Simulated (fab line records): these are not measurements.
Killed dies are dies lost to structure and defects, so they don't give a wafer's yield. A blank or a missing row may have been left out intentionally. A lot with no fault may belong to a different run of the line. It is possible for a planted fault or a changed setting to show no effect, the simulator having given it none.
fab line records	flow nandHarc
record lots=24	wafers=72	lastDay=24
route steps=1159 shown A_CONTACT@902
lots that met no fault: from a run of the same line without faults
startH: hours from the record's first day to the start of the lot's first wafer shown	waitH: hours since the lot's step before	" unchanged from the row above	L1.1+2: one row covering several wafers at once	- no value, or no start was given	* or withheld: withheld	< > ~ a bound
route shown NAME@n: names a module that has steps shown in the file, with the first one's number in the route	usual: mean/standard deviation taken from wafers without a fault	same: alike in all rows	chamber/n: place in a boat	sites: readings site by site	_std_site: standard deviation across them	_edge_site: inner sites' mean taken away from outer sites' mean	radiusMm: how far each site lies from the wafer's centre	mask NAME#n: copy n	behind: tool/chamber where the wafer was last shaped	hold: why the lot was held/for how many hours/how that ended	device: which transistor (n, p or np) failed to switch	end of line: at the end of the route, the tests of the same wafers	a step without rows: its recipe alone	killed: dies lost to structure and defects at the first sort, not the wafer's yield	map: dies across one wafer; x = killed, . = not, _ = none there
set.NAME: the setting that was run; set.NAME@STEP: the one run at that earlier step	model.NAME: the simulator's own value behind a step, which no gauge read
the route's steps for a sample of lots (tables are steps, rows are wafers)
services: the hour from which a tool's chamber was out of use, counted from the record's first day as startH (under 0 if before that day), plus the number of hours and why
## steps
# step NHARC_A_CONTACT_ETCH_77
# recipe targetDepthA=726	timeS=36.3	cf4FlowSccm=100	chf3FlowSccm=30	arFlowSccm=0	rfW=500	biasW=200	chemistry=CF4/CHF3
# usual chf3FlowSccm=30.00/0.094	drypumpMotorCurrentA=5.8/0.5	mfcArSccm=0.009/0.013	oesProductAu=0.940/0.022	rfVppV=371.4/2.2	showerheadPlenumPTorr=1.60/0.061	throttleValvePct=16.803/0.0082
lot.wafer	tool	chamber	startH	waitH	chf3FlowSccm	drypumpMotorCurrentA	mfcArSccm	oesProductAu	rfHoursCounterH	rfVppV	showerheadPlenumPTorr	throttleValvePct
L074.4	rieDiel-12	2	-	-	30.14	6.3	0	0.916	31	372.6	1.67	16.804
L074.1	"	3	"	"	30.02	5.2	0	0.935	33	373.3	1.64	16.804
L074.5	"	1	"	"	29.93	6.2	0.022	0.920	-	372.6	1.63	16.801
L076.4	rieDiel-09	0	-	-	29.98	5.7	0	0.904	55	368.5	1.47	16.785
L076.3	"	1	"	"	29.83	6.8	0	0.911	56	370.2	1.55	16.820
L076.5	"	1	"	"	29.81	6.8	0	0.919	-	370.7	1.55	16.807
L078.1	rieDiel-09	2	-	-	30.03	5.3	0	0.935	61	371.7	1.62	16.788
L078.2	"	3	"	"	30.18	5.3	0.008	0.917	59	372.0	1.60	16.804
L078.6	"	1	"	"	30.04	6.8	0	0.913	-	369.4	1.55	16.810
L075.4	rieDiel-13	2	-	-	29.97	6.3	0	0.931	44	368.5	1.50	16.799
L075.2	"	3	"	"	29.85	5.4	0.039	0.944	44	370.9	1.55	16.802
L075.6	"	3	"	"	29.99	5.4	0.039	0.926	-	369.6	1.55	16.798
L077.4	rieDiel-12	2	-	-	30.26	6.3	0	0.929	4	373.9	1.67	16.824
L077.5	"	2	"	"	29.86	6.3	0	0.926	-	374.4	1.67	16.807
L077.6	"	3	"	"	30.04	5.2	0	0.927	-	373.5	1.64	16.803
L081.2	rieDiel-09	0	-	-	30.02	5.7	0	0.897	59	367.0	1.47	16.807
L081.3	"	3	"	"	30.12	5.3	0.008	0.929	61	370.6	1.60	16.790
L081.5	"	1	"	"	30.01	6.8	0	0.924	-	370.0	1.55	16.800
L080.1	rieDiel-12	3	-	-	30.06	5.2	0	0.925	6	373.5	1.64	16.798
L080.2	"	1	"	"	29.98	6.2	0.022	0.915	6	373.3	1.62	16.793
L080.6	"	2	"	"	29.90	6.3	0	0.933	-	372.7	1.67	16.803
L082.1	rieDiel-13	3	-	-	29.88	5.4	0.039	0.974	50	369.4	1.55	16.817
L082.3	"	0	"	"	30.04	5.9	0	0.964	53	370.6	1.60	16.792
L082.6	"	3	"	"	29.94	5.4	0.039	0.965	-	369.4	1.55	16.801
L079.2	rieDiel-12	1	-	-	29.90	6.2	0.022	0.923	8	374.7	1.62	16.805
L079.4	"	3	"	"	29.99	5.2	0	0.928	8	373.0	1.64	16.800
L079.6	"	2	"	"	30.01	6.3	0	0.929	-	373.7	1.67	16.798
L084.1	rieDiel-12	3	-	-	29.91	5.2	0	0.924	9	373.8	1.64	16.805
L084.4	"	1	"	"	30.02	6.2	0.022	0.928	9	371.6	1.62	16.806
L084.2	"	2	"	"	29.91	6.3	0	0.941	9	374.0	1.67	16.811
L083.1	rieDiel-13	1	-	-	29.91	5.7	0.011	0.961	58	373.7	1.67	16.804
L083.3	"	2	"	"	30.13	6.3	0	0.953	55	368.0	1.49	16.814
L083.5	"	1	"	"	29.81	5.7	0.011	0.956	-	374.1	1.67	16.806
L086.4	rieDiel-09	1	-	-	30.06	6.8	0	0.950	2	369.8	1.55	16.801
L086.2	"	2	"	"	30.00	5.3	0	0.982	2	371.4	1.62	16.800
L086.5	"	1	"	"	30.01	6.8	0	0.940	-	370.5	1.55	16.798
L085.1	rieDiel-12	1	-	-	29.86	6.2	0.022	0.963	11	371.8	1.62	16.796
L085.3	"	0	"	"	30.09	5.4	0.026	0.978	11	370.2	1.55	16.804
L085.5	"	2	"	"	29.82	6.3	0	0.961	-	375.0	1.67	16.824
L087.4	rieDiel-13	2	-	-	30.09	6.3	0	0.924	59	367.9	1.49	16.808
L087.6	"	2	"	"	29.90	6.3	0	0.918	-	367.7	1.49	16.793
L087.5	"	3	"	"	30.10	5.4	0.039	0.925	-	369.7	1.55	16.793
L089.1	rieDiel-13	0	464.05	0.7	29.99	5.9	0	0.933	1	371.2	1.59	16.805
L089.6	"	2	"	"	30.00	6.3	0	0.979	-	368.8	1.49	16.805
L089.5	"	3	"	"	30.02	5.4	0.039	0.948	-	368.9	1.55	16.802
L091.3	rieDiel-09	0	-	-	30.14	5.7	0	0.945	15	374.6	1.70	16.800
L091.5	"	3	"	"	30.02	5.3	0.008	0.945	-	371.6	1.59	16.805
L091.6	"	0	"	"	30.10	5.7	0	0.933	-	374.0	1.70	16.806
L093.2	rieDiel-12	0	-	-	29.97	5.3	0.026	0.940	16	368.2	1.55	16.813
L093.4	"	3	"	"	30.05	5.2	0	0.926	18	372.9	1.64	16.803
L093.6	"	0	"	"	29.94	5.4	0.026	0.940	-	370.9	1.55	16.797
L088.4	rieDiel-12	0	-	-	30.05	5.3	0.026	0.937	17	370.5	1.55	16.805
L088.3	"	1	"	"	29.98	6.2	0.022	0.925	17	372.0	1.62	16.805
L088.6	"	3	"	"	30.02	5.2	0	0.924	-	373.0	1.64	16.805
L090.2	rieDiel-09	1	-	-	30.04	6.7	0	0.917	20	371.2	1.55	16.804
L090.1	"	2	"	"	30.08	5.3	0	0.930	20	372.1	1.61	16.800
L090.3	"	3	"	"	30.03	5.3	0.008	0.921	20	372.3	1.59	16.808
L092.1	rieDiel-09	0	-	-	29.95	5.7	0	0.969	19	374.9	1.70	16.798
L092.3	"	1	"	"	29.98	6.8	0	0.959	21	368.7	1.55	16.804
L092.4	"	3	"	"	29.80	5.3	0.008	0.977	20	371.7	1.59	16.809
L096.3	rieDiel-12	3	-	-	30.19	5.2	0	0.963	22	373.0	1.64	16.791
L096.1	"	1	"	"	30.11	6.1	0.022	0.990	20	371.5	1.62	16.800
L096.5	"	3	"	"	30.09	5.2	0	0.950	-	372.7	1.64	16.806
L094.1	rieDiel-12	1	-	-	30.06	6.2	0.022	0.926	20	373.4	1.62	16.806
L094.2	"	3	"	"	29.97	5.2	0	0.910	23	373.3	1.64	16.818
L094.5	"	1	"	"	30.10	6.2	0.022	0.923	-	373.2	1.62	16.799
L095.4	rieDiel-12	0	-	-	30.06	5.4	0.026	0.939	21	370.2	1.55	16.802
L095.2	"	2	"	"	30.03	6.3	0	0.924	23	371.1	1.67	16.794
L095.6	"	0	"	"	29.96	5.4	0.026	0.929	-	370.2	1.55	16.797
L097.3	rieDiel-13	3	-	-	30.06	5.4	0.039	0.969	22	369.4	1.54	16.795
L097.1	"	0	"	"	29.91	5.9	0	0.957	22	372.1	1.59	16.807
L097.2	"	1	"	"	30.03	5.7	0.011	0.982	10	373.9	1.66	16.808
# step NHARC_A_CONTACT_ETCH_130
# recipe sourceW=withheld	pressureMtorr=20	biasV=1200	timeS=155	targetDepthA=9560	arFlowSccm=withheld	c4f8FlowSccm=withheld	o2FlowSccm=withheld	chemistry=C4F8/O2/Ar
lot.wafer	tool	chamber	startH	waitH	rfHoursCounterH
L074.1	harCapEtch-02	1	377.86	0.1	9
L074.4	"	0	"	"	-
L074.5	"	0	"	"	-
L076.3	harCapEtch-02	0	405.78	0.2	-
L076.4	"	1	"	"	-
L076.5	"	0	"	"	-
L078.2	harCapEtch-02	0	411.00	0.2	13
L078.1	"	1	"	"	13
L078.6	"	0	"	"	-
L075.2	harCapEtch-01	1	412.75	0.1	60
L075.4	"	1	"	"	-
L075.6	"	1	"	"	-
L077.4	harCapEtch-01	0	418.69	0.1	-
L077.5	"	0	"	"	-
L077.6	"	1	"	"	-
L081.2	harCapEtch-02	1	419.95	0.1	15
L081.3	"	1	"	"	-
L081.5	"	0	"	"	-
L080.1	harCapEtch-02	0	430.48	0.1	18
L080.2	"	1	"	"	18
L080.6	"	0	"	"	-
L082.1	harCapEtch-03	0	432.20	0.1	89
L082.3	"	0	"	"	-
L082.6	"	1	"	"	-
L079.2	harCapEtch-02	1	436.31	0.2	19
L079.4	"	1	"	"	-
L079.6	"	1	"	"	-
L084.2	harCapEtch-02	1	441.31	0.2	20
L084.1	"	0	"	"	20
L084.4	"	1	"	"	-
L083.1	harCapEtch-01	1	443.38	0.1	67
L083.3	"	0	"	"	-
L083.5	"	1	"	"	-
L086.2	harCapEtch-01	1	447.71	0.1	68
L086.4	"	1	"	"	-
L086.5	"	1	"	"	-
L085.1	harCapEtch-02	1	452.17	0.1	24
L085.3	"	1	"	"	-
L085.5	"	0	"	"	-
L087.4	harCapEtch-01	1	452.89	0.1	-
L087.6	"	0	"	"	-
L087.5	"	1	"	"	-
L089.1	harCapEtch-01	0	465.69	0.1	72
L089.6	"	0	"	"	-
L089.5	"	1	"	"	-
L091.3	harCapEtch-03	1	480.97	0.1	-
L091.5	"	1	"	"	-
L091.6	"	0	"	"	-
L093.2	harCapEtch-02	1	483.13	0.1	29
L093.4	"	1	"	"	-
L093.6	"	0	"	"	-
L088.4	harCapEtch-01	0	484.46	0.1	-
L088.3	"	1	"	"	-
L088.6	"	1	"	"	-
L090.2	harCapEtch-01	1	488.35	0.1	77
L090.1	"	0	"	"	77
L090.3	"	0	"	"	-
L092.1	harCapEtch-03	1	490.14	0.1	101
L092.3	"	0	"	"	-
L092.4	"	1	"	"	-
L096.1	harCapEtch-01	0	498.76	0.1	79
L096.3	"	1	"	"	-
L096.5	"	0	"	"	-
L094.1	harCapEtch-03	0	499.22	0.1	103
L094.2	"	1	"	"	103
L094.5	"	1	"	"	-
L095.2	harCapEtch-02	1	504.07	0.1	34
L095.4	"	1	"	"	-
L095.6	"	0	"	"	-
L097.2	harCapEtch-03	1	523.13	0.1	107
L097.1	"	0	"	"	107
L097.3	"	1	"	"	-
# step NHARC_A_CONTACT_DEP_84
# recipe targetThkA=20000	tempC=400	material=aC
# usual throttleValvePct=35.000/0.0092
lot.wafer	tool	chamber	startH	waitH	throttleValvePct
L074.1	aclDep-03	0	380.02	-	35.013
L074.4	"	0	"	"	34.990
L074.5	"	0	"	"	34.991
L076.3	aclDep-02	0	410.20	-	35.005
L076.4	"	0	"	"	34.999
L076.5	"	0	"	"	35.004
L078.1	aclDep-01	0	415.62	-	35.025
L078.2	"	0	"	"	34.998
L078.6	"	0	"	"	35.001
L075.2	aclDep-01	0	418.92	-	35.011
L075.4	"	0	"	"	34.994
L075.6	"	0	"	"	34.999
L081.2	aclDep-01	0	425.94	-	34.988
L081.3	"	0	"	"	34.999
L081.5	"	0	"	"	34.999
L077.4	aclDep-03	0	426.22	-	35.002
L077.5	"	0	"	"	35.011
L077.6	"	0	"	"	35.005
L080.1	aclDep-02	0	432.94	-	35.020
L080.2	"	0	"	"	34.988
L080.6	"	0	"	"	35.001
L082.1	aclDep-03	0	435.37	-	35.003
L082.3	"	0	"	"	34.999
L082.6	"	0	"	"	35.001
L079.2	aclDep-01	0	439.53	-	35.001
L079.4	"	0	"	"	35.000
L079.6	"	0	"	"	35.005
L084.1	aclDep-03	0	443.69	-	35.008
L084.2	"	0	"	"	35.015
L084.4	"	0	"	"	34.997
L083.1	aclDep-03	0	446.81	-	35.014
L083.3	"	0	"	"	34.999
L083.5	"	0	"	"	34.997
L086.2	aclDep-02	0	450.35	-	35.021
L086.4	"	0	"	"	35.006
L086.5	"	0	"	"	34.999
L085.1	aclDep-03	0	454.34	-	34.990
L085.3	"	0	"	"	34.993
L085.5	"	0	"	"	35.011
L087.4	aclDep-02	0	456.48	-	34.985
L087.5	"	0	"	"	34.999
L087.6	"	0	"	"	35.004
L089.1	aclDep-02	0	468.49	-	35.005
L089.5	"	0	"	"	34.991
L089.6	"	0	"	"	35.006
L091.3	aclDep-03	0	487.47	-	34.995
L091.5	"	0	"	"	35.009
L091.6	"	0	"	"	34.997
L093.2	aclDep-02	0	489.12	-	34.997
L093.4	"	0	"	"	34.984
L093.6	"	0	"	"	34.996
L088.3	aclDep-01	0	491.34	-	34.992
L088.4	"	0	"	"	34.988
L088.6	"	0	"	"	34.999
L090.1	aclDep-02	0	495.57	-	35.019
L090.2	"	0	"	"	34.998
L090.3	"	0	"	"	35.011
L092.1	aclDep-01	0	496.31	-	35.008
L092.3	"	0	"	"	34.994
L092.4	"	0	"	"	35.009
L096.1	aclDep-01	0	501.11	-	34.991
L096.3	"	0	"	"	35.003
L096.5	"	0	"	"	35.007
L094.1	aclDep-03	0	501.62	-	35.014
L094.2	"	0	"	"	35.000
L094.5	"	0	"	"	34.993
L095.2	aclDep-03	0	506.44	-	35.001
L095.4	"	0	"	"	34.987
L095.6	"	0	"	"	34.998
L097.1	aclDep-02	0	526.55	-	34.995
L097.2	"	0	"	"	34.994
L097.3	"	0	"	"	35.010
# step NHARC_A_CONTACT_DEP_85
# recipe targetThkA=500	targetThkNm=50	tempC=400	pressureTorr=3.5	flowSccm=200	rfW=350	material=SiON
# usual heaterPowerW=735/91
lot.wafer	tool	chamber	startH	waitH	heaterPowerW
L074.1	pecvd-02	0	381.32	1.1	811
L074.4	"	0	"	"	846
L074.5	"	1	"	"	722
L076.3	pecvd-03	1	411.05	0.6	724
L076.4	"	2	"	"	752
L076.5	"	0	"	"	662
L078.2	pecvd-01	1	416.89	0.9	849
L078.1	"	2	"	"	562
L078.6	"	0	"	"	648
L075.2	pecvd-02	2	420.02	0.9	767
L075.6	"	1	"	"	673
L075.4	"	0	"	"	763
L077.4	pecvd-03	0	426.98	0.5	683
L077.6	"	1	"	"	708
L077.5	"	2	"	"	634
L081.2	pecvd-02	2	427.31	1.2	901
L081.3	"	1	"	"	769
L081.5	"	2	"	"	939
L080.2	pecvd-01	0	434.22	0.9	742
L080.1	"	2	"	"	613
L080.6	"	1	"	"	914
L082.3	pecvd-02	0	436.62	0.6	722
L082.1	"	1	"	"	770
L082.6	"	1	"	"	777
L079.2	pecvd-03	2	440.58	0.8	691
L079.6	"	0	"	"	636
L079.4	"	1	"	"	686
L084.2	pecvd-03	2	444.95	0.8	643
L084.1	"	0	"	"	644
L084.4	"	1	"	"	664
L083.3	pecvd-02	1	448.08	0.6	762
L083.1	"	0	"	"	750
L083.5	"	1	"	"	777
L086.2	pecvd-01	1	451.43	0.9	767
L086.5	"	0	"	"	776
L086.4	"	2	"	"	613
L085.3	pecvd-02	2	455.62	0.7	837
L085.1	"	0	"	"	811
L085.5	"	2	"	"	854
L087.4	pecvd-02	1	457.21	0.5	748
L087.6	"	2	"	"	878
L087.5	"	0	"	"	693
L089.1	pecvd-02	0	469.76	1.1	785
L089.6	"	0	"	"	774
L089.5	"	1	"	"	782
L091.3	pecvd-02	1	488.37	0.7	703
L091.6	"	0	"	"	761
L091.5	"	1	"	"	709
L093.2	pecvd-01	0	490.23	0.9	672
L093.6	"	1	"	"	786
L093.4	"	0	"	"	664
L088.3	pecvd-03	0	492.31	0.8	670
L088.6	"	2	"	"	741
L088.4	"	0	"	"	671
L090.3	pecvd-03	0	496.91	0.7	593
L090.1	"	1	"	"	709
L090.2	"	2	"	"	614
L092.1	pecvd-02	0	497.70	1.2	815
L092.3	"	1	"	"	763
L092.4	"	2	"	"	939
L096.3	pecvd-03	1	502.38	0.6	700
L096.1	"	0	"	"	627
L096.5	"	2	"	"	669
L094.1	pecvd-02	1	502.85	1.0	734
L094.2	"	0	"	"	801
L094.5	"	1	"	"	750
L095.2	pecvd-01	2	507.51	0.9	583
L095.6	"	0	"	"	742
L095.4	"	1	"	"	884
L097.3	pecvd-03	1	527.82	0.6	623
L097.1	"	2	"	"	744
L097.2	"	0	"	"	614
# step NHARC_A_CONTACT_ETCH_92
# recipe targetDepthA=400	overEtchFrac=0.5	timeS=85.7	ionEnergyEv=120	ch3fFlowSccm=50	o2FlowSccm=30	arFlowSccm=200	rfW=500	biasW=100	chemistry=CH3F/O2
# usual drypumpMotorCurrentA=5.8/0.48	mfcArSccm=199.9/0.6	oesProductAu=0.933/0.021	rfVppV=245.2/1.5	showerheadPlenumPTorr=2.52/0.084	throttleValvePct=20.663/0.009
lot.wafer	tool	chamber	startH	waitH	drypumpMotorCurrentA	mfcArSccm	oesProductAu	rfHoursCounterH	rfVppV	showerheadPlenumPTorr	throttleValvePct
L074.4	rieDiel-13	3	384.76	0.3	5.4	200.0	0.935	33	244.3	2.43	20.675
L074.1	"	0	"	"	5.9	199.6	0.925	34	244.2	2.50	20.675
L074.5	"	0	"	"	5.9	200.0	0.933	-	245.4	2.50	20.646
L076.4	rieDiel-13	1	414.54	0.3	5.7	199.4	0.925	48	247.1	2.62	20.663
L076.3	"	3	"	"	5.4	200.0	0.931	46	242.1	2.42	20.680
L076.5	"	1	"	"	5.7	201.2	0.929	-	248.0	2.62	20.664
L078.1	rieDiel-12	1	419.92	0.4	6.2	200.1	0.925	4	244.9	2.54	20.654
L078.2	"	3	"	"	5.2	198.8	0.929	4	246.2	2.57	20.666
L078.6	"	1	"	"	6.2	199.5	0.932	-	245.8	2.54	20.665
L075.2	rieDiel-12	3	422.98	0.3	5.3	199.9	0.924	5	244.5	2.57	20.677
L075.4	"	1	"	"	6.2	200.1	0.922	4	246.0	2.54	20.675
L075.6	"	3	"	"	5.2	200.3	0.933	-	246.5	2.57	20.677
L077.4	rieDiel-12	1	429.88	0.3	6.2	199.8	0.920	6	246.5	2.54	20.666
L077.5	"	1	"	"	6.2	199.8	0.926	-	245.4	2.54	20.662
L077.6	"	2	"	"	6.3	200.1	0.940	-	247.3	2.61	20.658
L081.3	rieDiel-12	0	430.35	0.3	5.3	200.7	0.935	6	243.3	2.43	20.662
L081.2	"	1	"	"	6.2	199.8	0.922	6	243.8	2.54	20.661
L081.5	"	2	"	"	6.3	199.6	0.929	-	246.7	2.61	20.668
L080.2	rieDiel-13	0	437.31	0.3	5.9	200.5	0.924	56	245.6	2.49	20.675
L080.1	"	2	"	"	6.3	200.2	0.922	53	241.8	2.33	20.654
L080.6	"	3	"	"	5.4	201.0	0.924	-	244.3	2.42	20.656
L082.3	rieDiel-13	3	439.87	0.3	5.4	199.8	0.924	54	244.6	2.42	20.672
L082.1	"	0	"	"	5.9	199.3	0.932	57	245.5	2.49	20.662
L082.6	"	3	"	"	5.4	198.6	0.926	-	244.4	2.42	20.673
L079.4	rieDiel-12	0	443.65	0.3	5.4	199.6	0.924	9	243.7	2.43	20.684
L079.2	"	2	"	"	6.3	200.1	0.926	10	246.4	2.61	20.657
L079.6	"	3	"	"	5.3	201.2	0.921	-	246.0	2.57	20.647
L084.1	rieDiel-12	2	447.95	0.3	6.2	199.6	0.965	11	245.4	2.61	20.675
L084.2	"	3	"	"	5.2	200.4	0.938	11	245.2	2.57	20.672
L084.4	"	1	"	"	6.2	200.2	0.945	10	244.9	2.54	20.657
L083.1	rieDiel-13	0	451.21	0.4	5.9	199.6	0.943	62	245.1	2.49	20.664
L083.3	"	2	"	"	6.3	199.8	0.929	59	242.1	2.33	20.655
L083.5	"	1	"	"	5.7	199.2	0.932	-	245.8	2.61	20.667
L086.2	rieDiel-12	2	454.41	0.4	6.3	200.0	0.928	13	245.5	2.61	20.666
L086.4	"	0	"	"	5.4	199.3	0.934	12	244.1	2.42	20.645
L086.5	"	3	"	"	5.2	199.7	0.917	-	246.3	2.57	20.661
L085.3	rieDiel-12	3	458.77	0.5	5.3	200.6	0.935	14	245.3	2.57	20.664
L085.1	"	0	"	"	5.4	200.7	0.918	13	244.4	2.42	20.658
L085.5	"	2	"	"	6.3	199.9	0.924	-	244.9	2.61	20.671
L087.4	rieDiel-09	2	460.06	0.3	5.3	199.6	0.919	-	246.5	2.52	20.657
L087.6	"	3	"	"	5.3	200.4	0.936	-	244.3	2.50	20.666
L087.5	"	1	"	"	6.8	199.5	0.910	-	242.2	2.42	20.650
L089.1	rieDiel-12	2	472.70	0.3	6.3	200.5	0.931	16	245.7	2.61	20.667
L089.6	"	1	"	"	6.2	199.8	0.940	-	245.5	2.54	20.659
L089.5	"	2	"	"	6.3	199.9	0.930	-	244.8	2.61	20.673
L091.3	rieDiel-09	1	491.86	0.3	6.8	200.1	0.937	22	244.1	2.42	20.668
L091.6	"	0	"	"	5.7	200.7	0.928	-	248.2	2.65	20.664
L091.5	"	1	"	"	6.7	200.3	0.918	-	244.3	2.41	20.658
L093.4	rieDiel-09	0	493.21	0.3	5.8	199.2	0.997	20	247.3	2.65	20.656
L093.2	"	3	"	"	5.3	200.7	1.007	21	246.5	2.49	20.671
L093.6	"	0	"	"	5.8	200.3	0.996	-	246.0	2.65	20.651
L088.3	rieDiel-12	1	495.15	0.3	6.2	200.0	0.937	19	245.3	2.53	20.660
L088.4	"	2	"	"	6.3	200.7	0.925	21	247.3	2.61	20.660
L088.6	"	0	"	"	5.4	198.8	0.936	-	244.2	2.42	20.652
L090.2	rieDiel-12	2	499.92	0.4	6.3	199.6	0.928	23	247.0	2.61	20.653
L090.3	"	0	"	"	5.4	201.0	0.927	21	243.3	2.42	20.658
L090.1	"	1	"	"	6.2	199.3	0.925	20	244.6	2.53	20.663
L092.3	rieDiel-12	0	501.06	0.3	5.4	201.0	0.935	21	244.7	2.42	20.657
L092.1	"	1	"	"	6.2	200.3	0.932	20	245.0	2.53	20.654
L092.4	"	2	"	"	6.3	200.7	0.925	23	245.7	2.61	20.652
L096.3	rieDiel-09	1	505.67	0.3	6.8	200.1	0.985	26	242.6	2.41	20.670
L096.1	"	2	"	"	5.4	200.1	0.996	24	245.0	2.52	20.678
L096.5	"	0	"	"	5.8	200.2	0.995	-	246.7	2.65	20.675
L094.2	rieDiel-09	0	505.93	0.3	5.7	200.2	0.914	24	246.8	2.65	20.666
L094.1	"	2	"	"	5.4	199.7	0.931	24	245.1	2.52	20.663
L094.5	"	0	"	"	5.8	199.5	0.919	-	247.7	2.65	20.659
L095.4	rieDiel-12	3	510.41	0.3	5.3	199.6	0.919	24	246.8	2.56	20.661
L095.2	"	0	"	"	5.4	199.2	0.927	22	244.9	2.42	20.683
L095.6	"	2	"	"	6.3	200.6	0.917	-	244.7	2.61	20.670
L097.3	rieDiel-12	1	531.11	0.3	6.3	199.8	0.931	25	243.2	2.53	20.661
L097.1	"	3	"	"	5.2	200.2	0.917	28	247.1	2.56	20.653
L097.2	"	0	"	"	5.4	200.6	0.932	26	244.6	2.42	20.664
# step NHARC_A_CONTACT_CVD_19
# recipe targetThkA=3000	tempC=300	pressureTorr=40	wf6FlowSccm=40	h2FlowSccm=1600	arFlowSccm=1560	timeS=802	material=W
# usual heaterPowerW=483/23	mfcArSccm=1560/4.5	throttleValvePct=7.72/0.19
lot.wafer	tool	chamber	startH	waitH	heaterPowerW	mfcArSccm	throttleValvePct
L074.1	cvdW-01	0	-	-	506	1566	7.53
L074.4	"	0	"	"	504	1560	7.55
L074.5	"	1	"	"	499	1561	8.20
L076.4	cvdW-01	1	-	-	495	1563	7.70
L076.3	"	0	"	"	515	1559	7.49
L076.5	"	1	"	"	486	1557	7.98
L078.1	cvdW-01	0	-	-	506	1558	7.62
L078.2	"	1	"	"	499	1562	7.47
L078.6	"	1	"	"	490	1560	7.96
L075.2	cvdW-01	0	-	-	510	1559	7.79
L075.4	"	0	"	"	518	1557	7.48
L075.6	"	0	"	"	501	1556	7.54
L077.4	cvdW-02	0	-	-	443	1559	7.37
L077.5	"	1	"	"	482	1556	7.93
L077.6	"	0	"	"	458	1564	7.60
L081.2	cvdW-01	1	-	-	487	1562	7.86
L081.3	"	1	"	"	508	1564	7.75
L081.5	"	0	"	"	497	1562	7.76
L080.1	cvdW-01	0	-	-	516	1561	7.52
L080.2	"	0	"	"	491	1559	7.73
L080.6	"	0	"	"	504	1558	7.73
L082.1	cvdW-01	0	-	-	503	1562	7.53
L082.3	"	0	"	"	521	1552	7.46
L082.6	"	0	"	"	509	1554	7.84
L079.2	cvdW-02	1	-	-	469	1561	7.67
L079.4	"	1	"	"	473	1568	7.79
L079.6	"	1	"	"	465	1558	7.80
L084.1	cvdW-02	1	-	-	476	1559	7.89
L084.2	"	0	"	"	463	1555	7.69
L084.4	"	0	"	"	446	1556	7.52
L083.1	cvdW-01	1	-	-	496	1554	7.81
L083.3	"	1	"	"	499	1560	7.65
L083.5	"	1	"	"	488	1556	7.79
L086.2	cvdW-02	1	-	-	464	1562	7.61
L086.4	"	1	"	"	458	1566	7.71
L086.5	"	1	"	"	456	1562	7.73
L085.1	cvdW-01	1	-	-	488	1570	7.75
L085.3	"	0	"	"	517	1560	7.46
L085.5	"	0	"	"	514	1555	7.60
L087.4	cvdW-01	0	-	-	501	1562	7.48
L087.6	"	0	"	"	506	1560	7.96
L087.5	"	1	"	"	498	1566	7.80
L089.1	cvdW-02	1	-	-	461	1558	7.74
L089.6	"	0	"	"	448	1560	7.46
L089.5	"	1	"	"	466	1559	7.66
L091.3	cvdW-02	1	-	-	465	1560	7.75
L091.6	"	1	"	"	470	1561	7.79
L091.5	"	0	"	"	451	1564	7.89
L093.2	cvdW-02	1	-	-	469	1561	7.82
L093.4	"	1	"	"	472	1566	7.99
L093.6	"	1	"	"	463	1562	7.81
L088.3	cvdW-02	0	-	-	458	1553	7.76
L088.4	"	1	"	"	478	1566	7.69
L088.6	"	0	"	"	457	1560	7.65
L090.2	cvdW-02	1	-	-	472	1560	7.58
L090.1	"	0	"	"	454	1556	7.67
L090.3	"	0	"	"	452	1564	7.79
L092.1	cvdW-02	1	-	-	471	1551	7.82
L092.4	"	0	"	"	452	1557	7.94
L092.3	"	1	"	"	462	1554	7.81
L096.1	cvdW-01	1	-	-	503	1558	8.17
L096.3	"	0	"	"	490	1571	7.68
L096.5	"	0	"	"	505	1566	7.40
L094.1	cvdW-01	0	-	-	496	1567	7.71
L094.2	"	1	"	"	483	1565	7.86
L094.5	"	1	"	"	497	1562	8.36
L095.2	cvdW-02	1	-	-	471	1560	7.73
L095.4	"	1	"	"	475	1558	7.79
L095.6	"	0	"	"	460	1564	7.70
L097.2	cvdW-01	1	-	-	486	1564	8.03
L097.1	"	0	"	"	508	1565	7.94
L097.3	"	1	"	"	508	1561	7.94
## services
tool	chamber	startH	hours	kind
rieDiel-12	0	358.94	-	clean
rieDiel-12	1	358.94	-	clean
rieDiel-12	2	358.94	-	clean
rieDiel-12	3	358.94	-	clean
cvdW-02	-	376.32	13.0	pm
rieDiel-12	0	379.40	9.0	ventCycle
rieDiel-12	1	379.40	9.0	ventCycle
rieDiel-12	3	379.40	9.0	ventCycle
rieDiel-12	0	388.40	-	clean
rieDiel-12	1	388.40	-	clean
rieDiel-12	2	388.40	-	clean
rieDiel-12	-	388.69	0.5	repair
aclDep-03	-	407.81	13.0	pm
harCapEtch-03	-	416.17	0.5	repair
pecvd-01	-	418.19	13.0	pm
rieDiel-09	-	431.16	9.0	pm
rieDiel-13	-	453.36	9.0	pm
rieDiel-09	0	458.56	6.1	repair
pecvd-03	-	473.39	13.0	pm
aclDep-01	-	475.97	13.0	pm
cvdW-01	-	477.95	13.0	pm
pecvd-02	-	515.59	13.0	pm
rieDiel-09	0	526.62	12.5	repair
cvdW-02	0	528.98	10.5	repair
## key
fault none
